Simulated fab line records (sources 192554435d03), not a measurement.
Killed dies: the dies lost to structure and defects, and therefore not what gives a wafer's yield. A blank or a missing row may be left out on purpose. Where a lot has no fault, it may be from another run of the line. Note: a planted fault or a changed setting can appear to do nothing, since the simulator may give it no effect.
fab line records	flow n5Finfet	part 1 of 2: steps 1 to 23 of 32
[record] lots = 5	wafers = 15	lastDay = 16
route steps=1938 shown BEOL_M7@1309 BEOL_M8@1332
lots untouched by any fault: they come from a run of this same line in which no faults occurred
startH: hours from the record's first day to the start of the lot's first wafer shown	waitH: hours since the lot's step before	" unchanged from the row above	L1.1+2: a single row standing in for several wafers	- value missing, or start not given	* or withheld: withheld	< > ~ a bound
route shown NAME@n: a module of which the file shows steps, and the number in the route of the first	usual: mean/standard deviation taken from wafers without a fault	same: alike in all rows	chamber/n: place in a boat	sites: the reading at each site	_std_site: standard deviation of those values	_edge_site: outer sites' mean less inner sites'	radiusMm: for every site, how far away it sits from the centre of the wafer	mask NAME#n: copy n	behind: the most recent tool/chamber to have shaped the wafer	hold: why the lot went on hold/how many hours it stayed there/how the hold came to an end	device: which transistor (n, p or np) failed to switch	end of line: tests of these same wafers at the route's end	for a step that has no rows: nothing shown but its recipe	killed: the dies lost at the first sort to structure and to defects; this is not the yield of the wafer	map: a wafer's dies, x killed, . not, _ none there
set.NAME: setting as actually run; set.NAME@STEP: the setting as run at that earlier step	model.NAME: the simulator's own value behind a step, which no gauge read
lots at some steps of the route; a table a step, a row a wafer
services: from which hour (startH, from the record's first day; less than 0 if before it) a tool's chamber was out of use, for how many hours, and why
[[steps]]
[step N5_BEOL_M7_ETCH_41]
[recipe] chemistry = CH3F/O2	target = SiCN	targetDepthA = 319	taperDeg = 2	timeS = 57.8	ionEnergyEv = 120	maskMaterial = TiN	pressureMtorr = 30	sourceW = 395	biasW = 75	Ar_flow_sccm = 150	CH3F_flow_sccm = 30	O2_flow_sccm = 20
[usual] drypumpMotorCurrentA = 5.8/0.49	oesProductAu = 0.79/0.072	rfVppV = 297.2/1.4	showerheadPlenumPTorr = 1.99/0.041	throttleValvePct = 16.22/0.21
lot.wafer	tool	chamber	startH	waitH	drypumpMotorCurrentA	oesProductAu	rfHoursCounterH	rfVppV	showerheadPlenumPTorr	throttleValvePct
L076.1	rieDiel-05	2	-	-	5.8	0.81	103	298.2	2.01	16.08
L076.2	"	1	"	"	5.7	0.74	165	299.0	2.06	16.09
L076.5	"	2	"	"	5.9	0.82	-	296.9	2.01	16.07
L083.2	rieDiel-02	0	-	-	5.4	0.87	67	297.3	1.96	15.88
L083.4	"	1	"	"	5.7	0.79	110	296.1	1.93	16.22
L083.6	"	1	"	"	5.7	0.78	-	295.5	1.93	16.22
L086.1	rieDiel-05	3	-	-	6.4	0.80	110	295.8	1.95	16.55
L086.3	"	2	"	"	5.9	0.79	128	298.5	2.00	16.13
L086.4	"	0	"	"	5.8	0.69	250	295.7	1.97	16.42
L088.1	rieDiel-05	1	-	-	5.6	0.72	193	299.2	2.05	16.17
L088.3	"	3	"	"	6.4	0.79	113	296.3	1.95	16.56
L088.5	"	1	"	"	5.7	0.71	-	296.6	2.05	16.16
L093.1	rieDiel-03	3	-	-	6.6	0.78	129	297.3	1.99	16.06
L093.3	"	0	"	"	5.3	0.80	120	296.3	1.93	16.31
L093.6	"	3	"	"	6.7	0.77	-	296.1	1.99	16.09
[step N5_BEOL_M7_STRIP_80]
[recipe] chemistry = N2/H2	timeS = 10	powerW = 450	tempC = 40	pressureMtorr = 20	rfFrequencyHz = 6e+07	biasPowerW = 7	n2FlowSccm = 200	h2FlowSccm = 200
[usual] drypumpMotorCurrentA = 5.8/0.49	h2FlowSccm = 200.0/0.56	n2FlowSccm = 200.0/0.56	oesProductAu = 0.79/0.07	rfVppV = 59.2/0.99	showerheadPlenumPTorr = 2.53/0.053	throttleValvePct = 23.6/0.36
lot.wafer	tool	chamber	startH	waitH	drypumpMotorCurrentA	h2FlowSccm	n2FlowSccm	oesProductAu	rfHoursCounterH	rfVppV	showerheadPlenumPTorr	throttleValvePct
L076.1	rieDiel-05	2	-	-	5.9	199.3	198.6	0.82	103	57.5	2.54	23.1
L076.2	"	1	"	"	5.6	200.3	201.3	0.73	165	61.0	2.61	23.3
L076.5	"	2	"	"	5.9	199.1	199.3	0.81	-	58.8	2.54	23.1
L083.2	rieDiel-02	0	-	-	5.4	200.3	198.8	0.86	67	59.2	2.49	23.4
L083.4	"	1	"	"	5.7	199.4	200.3	0.79	110	60.5	2.44	23.8
L083.6	"	1	"	"	5.7	199.5	200.4	0.79	-	59.1	2.44	23.8
L086.1	rieDiel-05	3	-	-	6.4	200.6	199.5	0.81	110	60.4	2.47	24.2
L086.3	"	2	"	"	5.9	199.7	201.2	0.78	128	60.3	2.53	23.1
L086.4	"	0	"	"	5.8	200.2	198.6	0.70	250	59.9	2.49	23.8
L088.1	rieDiel-05	1	-	-	5.7	199.5	199.9	0.71	193	59.6	2.60	23.3
L088.3	"	3	"	"	6.4	199.6	200.2	0.80	113	57.4	2.47	24.2
L088.5	"	1	"	"	5.7	200.1	200.8	0.72	-	57.1	2.60	23.3
L093.1	rieDiel-03	3	-	-	6.6	200.1	200.0	0.78	129	60.1	2.55	23.7
L093.3	"	0	"	"	5.3	199.9	200.1	0.79	120	58.0	2.45	23.8
L093.6	"	3	"	"	6.7	199.6	199.9	0.77	-	59.6	2.55	23.6
[step N5_BEOL_M7_OCD_MEAS_38]
[usual] trenchDepthNm = 93.8/1.7
lot.wafer	tool	chamber	startH	waitH	trenchDepthNm
L076.1	ocd-02	-	193.85	-	94.4
L076.2	"	-	"	"	92.8
L076.5	"	-	"	"	94.8
L083.2	ocd-01	-	245.42	-	95.6
L083.4	"	-	"	"	92.3
L083.6	"	-	"	"	92.7
L086.1	ocd-02	-	268.73	-	94.8
L086.3	"	-	"	"	94.8
L086.4	"	-	"	"	91.6
L088.1	ocd-01	-	275.27	-	91.5
L088.3	"	-	"	"	94.7
L088.5	"	-	"	"	92.9
L093.1	ocd-01	-	310.60	-	94.0
L093.3	"	-	"	"	94.4
L093.6	"	-	"	"	94.7
[step N5_BEOL_M7_HM_STRIP_39]
[recipe] chemistry = peroxideTinStrip	material = TiN	targetDepthA = 250	tempC = 50	timeS = 158
lot.wafer	tool	chamber	startH	waitH
L076.1+2+5	wetBench-05	7,6,1	193.88	0.0
L083.2+4+6	wetBench-01	2,3,4	245.45	0.0
L086.1+3+4	wetBench-01	5,4,3	268.76	0.0
L088.1+3+5	wetBench-05	7,6,5	275.30	0.0
L093.1+3+6	wetBench-02	6,5,4	310.64	0.0
[step N5_BEOL_M7_SRD_40]
[recipe] timeS = 30	tempC = 23	rinseLiquid = diw	dry = ipaMarangoni
lot.wafer	tool	chamber	startH	waitH
L076.1+2+5	wetBench-05	7,6,1	193.93	0.0
L083.2+4+6	wetBench-01	2,3,4	245.49	0.0
L086.1+3+4	wetBench-01	5,4,3	268.80	0.0
L088.1+3+5	wetBench-05	7,6,5	275.35	0.0
L093.1+3+6	wetBench-02	6,5,4	310.68	0.0
[step N5_BEOL_M7_PRECLEAN_42]
[recipe] chemistry = residueRemover	timeS = 60	tempC = 40
lot.wafer	tool	chamber	startH	waitH
L076.1+2+5	wetBench-05	7,6,1	193.94	0.0
L083.2+4+6	wetBench-01	2,3,4	245.51	0.0
L086.1+3+4	wetBench-01	5,4,3	268.82	0.0
L088.1+3+5	wetBench-05	7,6,5	275.36	0.0
L093.1+3+6	wetBench-02	6,5,4	310.70	0.0
[step N5_BEOL_M7_SRD_43]
[recipe] timeS = 30	tempC = 23	rinseLiquid = diw	dry = ipaMarangoni
lot.wafer	tool	chamber	startH	waitH
L076.1+2+5	wetBench-05	7,6,1	193.96	0.0
L083.2+4+6	wetBench-01	2,3,4	245.53	0.0
L086.1+3+4	wetBench-01	5,4,3	268.84	0.0
L088.1+3+5	wetBench-05	7,6,5	275.38	0.0
L093.1+3+6	wetBench-02	6,5,4	310.72	0.0
[step N5_BEOL_M7_CD_MEAS_35]
[recipe] targetCdNm = 40	polarity = opening
[usual] cdNm = 40.1/0.86
lot.wafer	tool	chamber	startH	waitH	cdNm
L076.1	cdSem-02	-	194.00	0.0	38.2
L076.2	"	-	"	"	38.3
L076.5	"	-	"	"	39.0
L083.2	cdSem-01	-	245.57	0.0	41.9
L083.4	"	-	"	"	42.2
L083.6	"	-	"	"	41.7
L086.1	cdSem-01	-	268.88	0.0	40.2
L086.3	"	-	"	"	38.5
L086.4	"	-	"	"	39.4
L088.1	cdSem-03	-	275.42	0.0	40.6
L088.3	"	-	"	"	40.4
L088.5	"	-	"	"	40.1
L093.1	cdSem-02	-	310.76	0.0	39.5
L093.3	"	-	"	"	39.6
L093.6	"	-	"	"	39.3
[step N5_BEOL_M7_CURE_75]
[recipe] tempC = 370	timeS = 120	ambient = DMADMS/He	material = SiCOH_lowk
[usual] lampPowerPct = 52.31/0.054	wafer_temp_C_max = 371.8/0.45
lot.wafer	tool	chamber	startH	waitH	lampPowerPct	wafer_temp_C_max
L076.1	uvCure-01	0	194.04	0.0	52.31	370.9
L076.2	"	0	"	"	52.34	371.2
L076.5	"	0	"	"	52.26	371.1
L083.2	uvCure-02	2	245.66	0.1	52.30	371.4
L083.4	"	2	"	"	52.37	371.3
L083.6	"	2	"	"	52.29	371.5
L086.1	uvCure-02	1	268.92	0.0	52.32	372.1
L086.3	"	1	"	"	52.21	371.9
L086.4	"	1	"	"	52.29	372.2
L088.1	uvCure-02	1	275.66	0.2	52.36	371.8
L088.3	"	1	"	"	52.28	371.4
L088.5	"	1	"	"	52.22	371.7
L093.1	uvCure-02	2	310.80	0.0	52.24	371.2
L093.3	"	2	"	"	52.31	371.2
L093.6	"	2	"	"	52.32	370.7
[step N5_BEOL_M7_DEGAS_44]
[recipe] ambient = vacuum	tempC = 250	timeS = 60
[usual] heaterPowerW = 325/19
lot.wafer	tool	chamber	startH	waitH	heaterPowerW
L076.1	pvdSputter-01	-	194.78	0.7	324
L076.2	"	-	"	"	272
L076.5	"	-	"	"	315
L083.2	pvdSputter-01	-	246.10	0.4	319
L083.4	"	-	"	"	278
L083.6	"	-	"	"	272
L086.1	pvdSputter-02	-	269.41	0.4	325
L086.3	"	-	"	"	334
L086.4	"	-	"	"	316
L088.1	pvdSputter-02	-	276.02	0.3	315
L088.3	"	-	"	"	313
L088.5	"	-	"	"	322
L093.1	pvdSputter-03	-	312.21	1.4	341
L093.3	"	-	"	"	332
L093.6	"	-	"	"	337
[step N5_BEOL_M7_PRE_CLEAN_45]
[recipe] gas = H2/He	timeS = 30	tempC = 250
[usual] heaterPowerW = 326/18
lot.wafer	tool	chamber	startH	waitH	heaterPowerW
L076.1	pvdSputter-01	-	194.82	0.0	326
L076.2	"	-	"	"	275
L076.5	"	-	"	"	317
L083.2	pvdSputter-01	-	246.14	0.0	312
L083.4	"	-	"	"	279
L083.6	"	-	"	"	276
L086.1	pvdSputter-02	-	269.45	0.0	318
L086.3	"	-	"	"	340
L086.4	"	-	"	"	315
L088.1	pvdSputter-02	-	276.06	0.0	309
L088.3	"	-	"	"	323
L088.5	"	-	"	"	317
L093.1	pvdSputter-03	-	312.26	0.0	339
L093.3	"	-	"	"	333
L093.6	"	-	"	"	334
[step N5_BEOL_M7_ALD_77]
[recipe] material = TaN	targetThkA = 20	tempC = 275	aldPrecursorFamily = PDMAT	aldCoReactant = NH3	pressureTorr = 3	carrierFlowSccm = 1500	pulseTimeS = 2	purgeTimeS = 3	coReactantPurgeTimeS = 2	coReactantPulseTimeS = 3	aldCycles = 40	precursorVesselTempC = 75	precursorVesselPressureTorr = 26.25	precursorVesselCarrierSccm = 1000
[usual] heaterPowerW = 434/36
lot.wafer	tool	chamber	startH	waitH	heaterPowerW
L076.1	aldMetal-03	2	194.88	0.0	423
L076.2	"	1	"	"	449
L076.5	"	3	"	"	481
L083.2	aldMetal-03	0	246.22	0.1	407
L083.4	"	2	"	"	429
L083.6	"	3	"	"	464
L086.1	aldMetal-01	2	269.51	0.0	444
L086.3	"	1	"	"	395
L086.4	"	0	"	"	400
L088.1	aldMetal-04	0	276.30	0.2	467
L088.3	"	1	"	"	467
L088.5	"	1	"	"	462
L093.1	aldMetal-01	1	312.32	0.0	382
L093.3	"	2	"	"	447
L093.6	"	2	"	"	443
[step N5_BEOL_M7_SURFACE_TREAT_79]
[recipe] gas = Ar	timeS = *	ionEnergyEv = *	ionCurrentMaCm2 = 0.5	pressureMtorr = *	arFlowSccm = 30
[usual] throttleValvePct = *
lot.wafer	tool	chamber	startH	waitH	throttleValvePct
L076.1	pvdSputter-01	-	195.20	0.2	*
L076.2	"	-	"	"	*
L076.5	"	-	"	"	*
L083.2	pvdSputter-01	-	246.56	0.2	*
L083.4	"	-	"	"	*
L083.6	"	-	"	"	*
L086.1	pvdSputter-01	-	269.83	0.2	*
L086.3	"	-	"	"	*
L086.4	"	-	"	"	*
L088.1	pvdSputter-03	-	276.59	0.2	*
L088.3	"	-	"	"	*
L088.5	"	-	"	"	*
L093.1	pvdSputter-03	-	312.64	0.2	*
L093.3	"	-	"	"	*
L093.6	"	-	"	"	*
[step N5_BEOL_M7_CVD_78]
[recipe] material = Co	targetThkA = 20	tempC = withheld	precursor = CCTBA/H2	pressureTorr = 30	timeS = 142.3
lot.wafer	tool	chamber	startH	waitH
L076.1+2+5	cvdCo-02	2,1,2	195.26	0.0
L083.2+4+6	cvdCo-01	0,0,2	246.64	0.1
L086.1+3+4	cvdCo-02	1,0,1	269.89	0.0
L088.1+3+5	cvdCo-02	2,0,1	276.88	0.3
L093.1+3+6	cvdCo-02	2,1,2	312.70	0.0
[step N5_BEOL_M7_SPUTTER_48]
[recipe] material = Cu	targetThkA = 100	tempC = -20	biasV = 60	powerW = 26000	chamberPressurePa = 0.13	timeS = 1.667
[usual] chamberPressurePa = 0.12996/0.00024	throttleValvePct = 29.9/1.2
lot.wafer	tool	chamber	startH	waitH	chamberPressurePa	throttleValvePct
L076.1	pvdSputter-02	-	195.37	0.1	0.13011	29.4
L076.2	"	-	"	"	0.1304	30.5
L076.5	"	-	"	"	0.13007	29.3
L083.2	pvdSputter-01	-	246.76	0.1	0.13009	30.9
L083.4	"	-	"	"	0.13004	29.4
L083.6	"	-	"	"	0.1299	29.2
L086.1	pvdSputter-01	-	270.05	0.1	0.12993	28.9
L086.3	"	-	"	"	0.13026	29.5
L086.4	"	-	"	"	0.1298	30.6
L088.1	pvdSputter-03	-	277.31	0.4	0.12995	28.2
L088.3	"	-	"	"	0.12957	30.2
L088.5	"	-	"	"	0.12991	30.2
L093.1	pvdSputter-03	-	312.86	0.1	0.12949	29.9
L093.3	"	-	"	"	0.13056	30.2
L093.6	"	-	"	"	0.12981	28.3
[step N5_BEOL_M7_ECD_50]
[recipe] material = Cu	targetThkA = 3000
lot.wafer	tool	chamber	startH	waitH
L076.1+2+5	ecdCu-01	0,1,0	195.49	0.1
L083.2+4+6	ecdCu-01	1,0,0	246.88	0.1
L086.1+3+4	ecdCu-01	0,0,1	270.17	0.1
L088.1+3+5	ecdCu-02	1,0,1	277.43	0.1
L093.1+3+6	ecdCu-01	1,0,1	312.99	0.1
[step N5_BEOL_M7_ANNEAL_51]
[recipe] tempC = 225	timeS = 90	ambient = N2
[usual] annealTempCMax = 226.4/0.43	wafer_temp_C_max = 225.83/0.2
lot.wafer	tool	chamber	startH	waitH	annealTempCMax	wafer_temp_C_max
L076.1	rtpAnneal-01	0	195.77	0.3	226.2	225.96
L076.2	"	0	"	"	226.3	225.93
L076.5	"	0	"	"	225.8	226.02
L083.2	rtpAnneal-02	0	247.02	0.1	226.9	225.80
L083.4	"	0	"	"	226.6	225.59
L083.6	"	0	"	"	227.3	225.91
L086.1	rtpAnneal-01	0	270.55	0.4	225.9	225.69
L086.3	"	0	"	"	226.0	225.96
L086.4	"	0	"	"	226.0	225.86
L088.1	rtpAnneal-01	0	277.62	0.2	226.1	226.10
L088.3	"	0	"	"	225.9	225.94
L088.5	"	0	"	"	226.3	225.85
L093.1	rtpAnneal-01	0	313.08	0.1	226.8	226.07
L093.3	"	0	"	"	226.7	225.87
L093.6	"	0	"	"	226.7	225.81
[step N5_BEOL_M7_CMP_52]
[recipe] stopOn = SiCOH_lowk	tOverpolishS = 6.9	downForcePsi = 1	platenRpm = 50	clearingPlatenDownForcePsi = 1.5	clearingPlatenRpm = 50	postCmpClean = cuAlkaline	targetThkNm = 80	clearingPlatenPadVelocityMS = 0.99484	padVelocityMS = 0.99484
[usual] barrierFieldEndpointS = 28.9/0.72	motorCurrentA = 6.3/0.6	overpolishRunS = 6.899/0.0094	slurryFilterDpKPa = 13.48/0.14	slurryFlowMlMin = 150.0/0.46	timeToEndpointS = 62/3
lot.wafer	tool	chamber	startH	waitH	barrierFieldEndpointS	motorCurrentA	overpolishRunS	slurryFilterDpKPa	slurryFlowMlMin	timeToEndpointS
L076.1	cmp-04	1	196.10	0.3	28.7	6.6	6.880	13.44	149.8	62
L076.2	"	3	"	"	28.7	7.0	6.914	13.52	149.2	63
L076.5	"	0	"	"	29.8	5.6	6.883	13.50	151.0	58
L083.2	cmp-01	3	247.28	0.2	28.7	5.8	6.914	13.79	150.5	64
L083.4	"	1	"	"	29.1	5.9	6.909	13.58	150.4	65
L083.6	"	0	"	"	28.3	5.3	6.895	13.41	150.2	62
L086.3	cmp-04	0	270.87	0.2	29.3	5.6	6.904	13.60	149.1	61
L086.1	"	2	"	"	29.2	7.3	6.891	13.42	149.9	62
L086.4	"	3	"	"	30.1	6.6	6.907	13.45	149.4	57
L088.1	cmp-04	2	277.97	0.3	29.1	7.5	6.896	13.63	149.9	60
L088.3	"	3	"	"	27.8	7.0	6.885	13.30	150.0	59
L088.5	"	2	"	"	29.4	7.4	6.897	13.38	149.3	64
L093.1	cmp-01	1	313.42	0.3	30.1	6.3	6.901	13.42	149.8	64
L093.3	"	2	"	"	28.8	6.1	6.898	13.32	150.1	64
L093.6	"	0	"	"	29.5	5.4	6.901	13.70	149.9	65
[step N5_BEOL_M7_THK_MEAS_53]
[recipe] thkMeasGauge = xrf	reads = Cu_of_BEOL_M7_ECD_50
[usual] M7_THK = 81.4/2.2
lot.wafer	tool	chamber	startH	waitH	M7_THK[nm]
L076.1	filmMetro-01	-	196.36	-	81.2
L076.2	"	-	"	"	79.6
L076.5	"	-	"	"	84.1
L083.2	filmMetro-02	-	247.57	-	81.9
L083.4	"	-	"	"	79.4
L083.6	"	-	"	"	78.6
L086.1	filmMetro-02	-	271.16	-	82.0
L086.3	"	-	"	"	82.2
L086.4	"	-	"	"	78.3
L088.1	filmMetro-02	-	278.22	-	79.5
L088.3	"	-	"	"	83.0
L088.5	"	-	"	"	81.9
L093.1	filmMetro-01	-	313.67	-	82.2
L093.3	"	-	"	"	82.7
L093.6	"	-	"	"	82.0
[step N5_BEOL_M7_PRE_CLEAN_55]
[recipe] gas = NH3	timeS = 15	tempC = withheld	rfPowerW = 300
lot.wafer	tool	chamber	startH	waitH
L076.1+2+5	pecvd-03	0,2,1	196.40	0.0
L083.2+4+6	pecvd-04	0,0,2	247.61	0.0
L086.1+3+4	pecvd-02	0,1,1	271.20	0.0
L088.1+3+5	pecvd-04	1,2,0	278.26	0.0
L093.1+3+6	pecvd-03	1,0,2	313.71	0.0
[step N5_BEOL_M7_DEP_56]
[recipe] material = SiCN	targetThkA = 100	tempC = withheld	precursor = 3MS/NH3	pressureTorr = 3	rfW = 202	timeS = 17.5
[usual] showerheadPlenumPTorr = 3.670/0.011	showerheadVppV = 883/55	throttleValvePct = 9.0/0.52
lot.wafer	tool	chamber	startH	waitH	showerheadPlenumPTorr	showerheadVppV	throttleValvePct
L076.1	pecvd-03	0	196.42	0.0	3.674	992	8.5
L076.2	"	2	"	"	3.678	886	8.2
L076.5	"	1	"	"	3.697	896	9.2
L083.2	pecvd-04	0	247.63	0.0	3.666	860	9.1
L083.4	"	0	"	"	3.657	861	9.4
L083.6	"	2	"	"	3.650	822	9.7
L086.1	pecvd-02	0	271.22	0.0	3.664	833	9.6
L086.3	"	1	"	"	3.660	821	9.6
L086.4	"	1	"	"	3.655	826	9.5
L088.1	pecvd-04	1	278.29	0.0	3.669	886	8.7
L088.3	"	2	"	"	3.655	836	9.8
L088.5	"	0	"	"	3.658	872	9.1
L093.1	pecvd-03	1	313.74	0.0	3.690	907	9.0
L093.3	"	0	"	"	3.677	997	8.3
L093.6	"	2	"	"	3.657	890	8.8
[step N5_BEOL_M7_RS_MEAS_57]
[recipe] thkMeasGauge = four-point-probe	reads = Cu_of_BEOL_M7_ECD_50+Co_of_BEOL_M7_CVD_78+TaN_of_BEOL_M7_ALD_77
[usual] M7_RS = 0.285/0.0083
lot.wafer	tool	chamber	startH	waitH	M7_RS[ohm/sq]
L076.1	filmMetro-02	-	196.49	0.1	0.286
L076.2	"	-	"	"	0.295
L076.5	"	-	"	"	0.276
L083.2	filmMetro-02	-	247.70	0.1	0.278
L083.4	"	-	"	"	0.289
L083.6	"	-	"	"	0.293
L086.1	filmMetro-01	-	271.29	0.1	0.282
L086.3	"	-	"	"	0.280
L086.4	"	-	"	"	0.296
L088.1	filmMetro-02	-	278.36	0.1	0.292
L088.3	"	-	"	"	0.279
L088.5	"	-	"	"	0.283
L093.1	filmMetro-02	-	313.81	0.1	0.284
L093.3	"	-	"	"	0.281
L093.6	"	-	"	"	0.284
[step N5_BEOL_M7_INSPECT_58]
[recipe] inspectInstrument = darkfield	mode = postDep
[usual] rawDefectCount = 73/22
lot.wafer	tool	chamber	startH	waitH	rawDefectCount
L076.1	defectInspect-01	-	196.52	0.0	48
L076.2	"	-	"	"	71
L076.5	"	-	"	"	64
L083.2	defectInspect-02	-	247.73	0.0	49
L083.4	"	-	"	"	48
L083.6	"	-	"	"	55
L086.1	defectInspect-02	-	271.32	0.0	108
L086.3	"	-	"	"	78
L086.4	"	-	"	"	86
L088.1	defectInspect-01	-	278.38	0.0	54
L088.3	"	-	"	"	54
L088.5	"	-	"	"	90
L093.1	defectInspect-02	-	313.83	0.0	41
L093.3	"	-	"	"	72
L093.6	"	-	"	"	53
